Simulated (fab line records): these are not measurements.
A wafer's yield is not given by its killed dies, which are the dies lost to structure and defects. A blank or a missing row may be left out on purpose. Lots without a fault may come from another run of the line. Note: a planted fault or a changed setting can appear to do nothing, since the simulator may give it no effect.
Lot-split experiment / flow n5 finfet / route with 1938 steps; 7 lots, 21 wafers read

SPLIT DETAILS
At N5_MIM_BOT_ETCH_ETCH_00 (etches TiN in Cl2/BCl3, target depth 45.5 nm), the setting bias w was moved away from the recipe's 126 W on 5 of the 21 wafers read, by -16.1% to -9.9%. This setting was run at the recipe's value on the other wafers.

The reading is taken at the split's own step.

THE READING
etch.depth nm (the simulator's own value, which no gauge read), in nm, at N5_MIM_BOT_ETCH_ETCH_00 (etches TiN in Cl2/BCl3, target depth 45.5 nm). The file does not state a usual value for it. Across the 16 wafers here that went through the recipe, the average is 46.05 nm and the standard deviation 0.76 nm.

wafer=L075.1; tool, chamber at the split=rie metal-03, 0; bias w as run, W=126; against the recipe=recipe; etch.depth nm, nm=46.01; against lot-mates on the recipe=-
wafer=L075.2; tool, chamber at the split=rie metal-03, 1; bias w as run, W=126; against the recipe=recipe; etch.depth nm, nm=46.82; against lot-mates on the recipe=-
wafer=L075.3; tool, chamber at the split=rie metal-03, 1; bias w as run, W=126; against the recipe=recipe; etch.depth nm, nm=47.04; against lot-mates on the recipe=-
wafer=L076.1; tool, chamber at the split=rie metal-01, 1; bias w as run, W=105.7; against the recipe=-16.1%; etch.depth nm, nm=41.91; against lot-mates on the recipe=-3.52
wafer=L076.2; tool, chamber at the split=rie metal-01, 0; bias w as run, W=126; against the recipe=recipe; etch.depth nm, nm=45.43; against lot-mates on the recipe=-
wafer=L076.6; tool, chamber at the split=rie metal-01, 1; bias w as run, W=105.7; against the recipe=-16.1%; etch.depth nm, nm=42.4; against lot-mates on the recipe=-3.03
wafer=L077.4; tool, chamber at the split=rie metal-01, 1; bias w as run, W=126; against the recipe=recipe; etch.depth nm, nm=45.05; against lot-mates on the recipe=-
wafer=L077.5; tool, chamber at the split=rie metal-01, 0; bias w as run, W=126; against the recipe=recipe; etch.depth nm, nm=45.45; against lot-mates on the recipe=-
wafer=L077.6; tool, chamber at the split=rie metal-01, 1; bias w as run, W=126; against the recipe=recipe; etch.depth nm, nm=45.19; against lot-mates on the recipe=-
wafer=L080.1; tool, chamber at the split=rie metal-03, 1; bias w as run, W=126; against the recipe=recipe; etch.depth nm, nm=47.33; against lot-mates on the recipe=-
wafer=L080.5; tool, chamber at the split=rie metal-03, 1; bias w as run, W=126; against the recipe=recipe; etch.depth nm, nm=47.39; against lot-mates on the recipe=-
wafer=L080.6; tool, chamber at the split=rie metal-03, 0; bias w as run, W=106.6; against the recipe=-15.4%; etch.depth nm, nm=43.7; against lot-mates on the recipe=-3.66
wafer=L085.1; tool, chamber at the split=rie metal-03, 0; bias w as run, W=126; against the recipe=recipe; etch.depth nm, nm=45.52; against lot-mates on the recipe=-
wafer=L085.2; tool, chamber at the split=rie metal-03, 1; bias w as run, W=126; against the recipe=recipe; etch.depth nm, nm=46.57; against lot-mates on the recipe=-
wafer=L085.5; tool, chamber at the split=rie metal-03, 1; bias w as run, W=126; against the recipe=recipe; etch.depth nm, nm=46.24; against lot-mates on the recipe=-
wafer=L096.1; tool, chamber at the split=rie metal-01, 1; bias w as run, W=113.5; against the recipe=-9.9%; etch.depth nm, nm=43.77; against lot-mates on the recipe=-1.71
wafer=L096.4; tool, chamber at the split=rie metal-01, 0; bias w as run, W=113.5; against the recipe=-9.9%; etch.depth nm, nm=43.9; against lot-mates on the recipe=-1.58
wafer=L096.6; tool, chamber at the split=rie metal-01, 0; bias w as run, W=126; against the recipe=recipe; etch.depth nm, nm=45.48; against lot-mates on the recipe=-
wafer=L095.1; tool, chamber at the split=rie metal-02, 1; bias w as run, W=126; against the recipe=recipe; etch.depth nm, nm=45.66; against lot-mates on the recipe=-
wafer=L095.3; tool, chamber at the split=rie metal-02, 1; bias w as run, W=126; against the recipe=recipe; etch.depth nm, nm=45.26; against lot-mates on the recipe=-
wafer=L095.6; tool, chamber at the split=rie metal-02, 0; bias w as run, W=126; against the recipe=recipe; etch.depth nm, nm=46.43; against lot-mates on the recipe=-

THE FIT
A straight line over all 21 wafers: etch.depth nm changes by +0.216 nm for each +1% of bias w; r = +0.87; the points scatter about the line by 0.75 nm.
The same after taking each lot's own level away (the mean of its wafers on the recipe; 21 wafers): +0.205 nm for each +1%; r = +0.96; scatter 0.37 nm.
On that fit, the largest move of bias w shifts the reading by 3.3 nm.
Across the lots, their own levels run from 45.230 to 47.360 nm, a range of 2.8 times the standard deviation given above.
Consequently the slope shifts little with the lot-to-lot level, the two slopes agreeing.
Check: for one of the wafers moved furthest among these (-16.1%), held out of the fit, the line's prediction against its lot-mates is -3.2 nm. It came out at -3.52 nm against them.

FURTHER SPLITS ON THESE WAFERS
Other splits were also applied to these wafers ahead of the reading. Each is held against what the fit with the lots' levels taken away leaves over:
other split on the same wafers=N5_MIM_BOT_ETCH_ETCH_03 icp w; wafers away from the commonest value=7; r with etch.depth nm (lot level and that fit taken away)=-0.01

FILE'S OWN FIT
etch.depth nm changes by +0.211 nm for each +1% of bias w, r = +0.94.
